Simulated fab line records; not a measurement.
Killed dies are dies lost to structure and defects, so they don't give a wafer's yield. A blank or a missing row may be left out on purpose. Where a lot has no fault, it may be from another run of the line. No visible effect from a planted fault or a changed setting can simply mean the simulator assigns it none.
Chamber matching || flow n5_finfet || rie_diel-02 running N5_HKMG_FIN_DESCUM_17: 4 sister chambers
The step chemistry O2, time 7.9 s. 20 wafers are shown with their chamber, then 10 later ones without.

WAFERS PAIRED WITH THEIR CHAMBERS
{"wafer": "L083.1", "chamber": 2, "showerhead_plenum_p_Torr (Torr)": 2.20, "throttle_valve_pct (%)": 20.45, "oes_product_au (a.u.)": 0.81}
{"wafer": "L083.2", "chamber": 0, "showerhead_plenum_p_Torr (Torr)": 2.00, "throttle_valve_pct (%)": 20.36, "oes_product_au (a.u.)": 0.72}
{"wafer": "L083.3", "chamber": 1, "showerhead_plenum_p_Torr (Torr)": 2.18, "throttle_valve_pct (%)": 20.41, "oes_product_au (a.u.)": 0.75}
{"wafer": "L083.4", "chamber": 3, "showerhead_plenum_p_Torr (Torr)": 2.02, "throttle_valve_pct (%)": 20.61, "oes_product_au (a.u.)": 0.79}
{"wafer": "L083.5", "chamber": 2, "showerhead_plenum_p_Torr (Torr)": 2.20, "throttle_valve_pct (%)": 20.45, "oes_product_au (a.u.)": 0.81}
{"wafer": "L083.6", "chamber": 3, "showerhead_plenum_p_Torr (Torr)": 2.02, "throttle_valve_pct (%)": 20.59, "oes_product_au (a.u.)": 0.78}
{"wafer": "L084.1", "chamber": 1, "showerhead_plenum_p_Torr (Torr)": 2.18, "throttle_valve_pct (%)": 20.38, "oes_product_au (a.u.)": 0.75}
{"wafer": "L084.2", "chamber": 0, "showerhead_plenum_p_Torr (Torr)": 2.00, "throttle_valve_pct (%)": 20.37, "oes_product_au (a.u.)": 0.72}
{"wafer": "L084.3", "chamber": 2, "showerhead_plenum_p_Torr (Torr)": 2.20, "throttle_valve_pct (%)": 20.47, "oes_product_au (a.u.)": 0.83}
{"wafer": "L084.4", "chamber": 3, "showerhead_plenum_p_Torr (Torr)": 2.02, "throttle_valve_pct (%)": 20.59, "oes_product_au (a.u.)": 0.80}
{"wafer": "L084.5", "chamber": 3, "showerhead_plenum_p_Torr (Torr)": 2.02, "throttle_valve_pct (%)": 20.59, "oes_product_au (a.u.)": 0.79}
{"wafer": "L084.6", "chamber": 0, "showerhead_plenum_p_Torr (Torr)": 2.00, "throttle_valve_pct (%)": 20.35, "oes_product_au (a.u.)": 0.72}
{"wafer": "L088.2", "chamber": 1, "showerhead_plenum_p_Torr (Torr)": 2.18, "throttle_valve_pct (%)": 20.43, "oes_product_au (a.u.)": 0.75}
{"wafer": "L088.5", "chamber": 3, "showerhead_plenum_p_Torr (Torr)": 2.01, "throttle_valve_pct (%)": 20.60, "oes_product_au (a.u.)": 0.78}
{"wafer": "L088.6", "chamber": 0, "showerhead_plenum_p_Torr (Torr)": 2.00, "throttle_valve_pct (%)": 20.36, "oes_product_au (a.u.)": 0.71}
{"wafer": "L090.3", "chamber": 1, "showerhead_plenum_p_Torr (Torr)": 2.18, "throttle_valve_pct (%)": 20.42, "oes_product_au (a.u.)": 0.74}
{"wafer": "L090.5", "chamber": 1, "showerhead_plenum_p_Torr (Torr)": 2.18, "throttle_valve_pct (%)": 20.43, "oes_product_au (a.u.)": 0.74}
{"wafer": "L090.6", "chamber": 0, "showerhead_plenum_p_Torr (Torr)": 1.99, "throttle_valve_pct (%)": 20.38, "oes_product_au (a.u.)": 0.71}
{"wafer": "L092.1", "chamber": 1, "showerhead_plenum_p_Torr (Torr)": 2.18, "throttle_valve_pct (%)": 20.41, "oes_product_au (a.u.)": 0.74}
{"wafer": "L092.2", "chamber": 2, "showerhead_plenum_p_Torr (Torr)": 2.19, "throttle_valve_pct (%)": 20.50, "oes_product_au (a.u.)": 0.80}

SIGNATURES, as means of the wafers listed above
{"reading": "showerhead_plenum_p_Torr", "chamber 0": 1.9980, "chamber 1": 2.1800, "chamber 2": 2.1975, "chamber 3": 2.0180, "scatter within a chamber": 0.00383}
{"reading": "throttle_valve_pct", "chamber 0": 20.3640, "chamber 1": 20.4133, "chamber 2": 20.4675, "chamber 3": 20.5960, "scatter within a chamber": 0.0163}
{"reading": "oes_product_au", "chamber 0": 0.7160, "chamber 1": 0.7450, "chamber 2": 0.8125, "chamber 3": 0.7880, "scatter within a chamber": 0.008}
Rule: for each reading, subtract the chamber's mean from the wafer's reading, divide by that reading's scatter and square the result; add these up over the readings and take the root, which gives the wafer's distance from the chamber. If the next closest chamber is less than 2 further off than the closest, the wafer can't be placed; otherwise it belongs to the closest. The scatter: take each reading less its chamber's mean, square it, sum over the shown wafers, divide by the number of wafers less the number of chambers, and take the root.

WAFERS WITH NO CHAMBER GIVEN
{"wafer": "L092.3", "showerhead_plenum_p_Torr (Torr)": 2.01, "throttle_valve_pct (%)": 20.63, "oes_product_au (a.u.)": 0.77}
{"wafer": "L092.4", "showerhead_plenum_p_Torr (Torr)": 1.99, "throttle_valve_pct (%)": 20.39, "oes_product_au (a.u.)": 0.71}
{"wafer": "L092.5", "showerhead_plenum_p_Torr (Torr)": 2.18, "throttle_valve_pct (%)": 20.43, "oes_product_au (a.u.)": 0.73}
{"wafer": "L092.6", "showerhead_plenum_p_Torr (Torr)": 2.19, "throttle_valve_pct (%)": 20.50, "oes_product_au (a.u.)": 0.80}
{"wafer": "L093.1", "showerhead_plenum_p_Torr (Torr)": 2.19, "throttle_valve_pct (%)": 20.51, "oes_product_au (a.u.)": 0.80}
{"wafer": "L093.4", "showerhead_plenum_p_Torr (Torr)": 1.99, "throttle_valve_pct (%)": 20.39, "oes_product_au (a.u.)": 0.71}
{"wafer": "L093.5", "showerhead_plenum_p_Torr (Torr)": 1.99, "throttle_valve_pct (%)": 20.38, "oes_product_au (a.u.)": 0.71}
{"wafer": "L095.4", "showerhead_plenum_p_Torr (Torr)": 2.19, "throttle_valve_pct (%)": 20.50, "oes_product_au (a.u.)": 0.80}
{"wafer": "L095.5", "showerhead_plenum_p_Torr (Torr)": 2.01, "throttle_valve_pct (%)": 20.64, "oes_product_au (a.u.)": 0.76}
{"wafer": "L095.6", "showerhead_plenum_p_Torr (Torr)": 2.19, "throttle_valve_pct (%)": 20.50, "oes_product_au (a.u.)": 0.78}

EACH ONE'S CHAMBER
{"wafer": "L092.3", "from the rows above": 3, "in truth": 3}
{"wafer": "L092.4", "from the rows above": 0, "in truth": 0}
{"wafer": "L092.5", "from the rows above": 1, "in truth": 1}
{"wafer": "L092.6", "from the rows above": 2, "in truth": 2}
{"wafer": "L093.1", "from the rows above": 2, "in truth": 2}
{"wafer": "L093.4", "from the rows above": 0, "in truth": 0}
{"wafer": "L093.5", "from the rows above": 0, "in truth": 0}
{"wafer": "L095.4", "from the rows above": 2, "in truth": 2}
{"wafer": "L095.5", "from the rows above": 3, "in truth": 3}
{"wafer": "L095.6", "from the rows above": 2, "in truth": 2}
Correct placement for 10 of the 10. Not placeable from these rows: 0. Wrongly placed: 0.
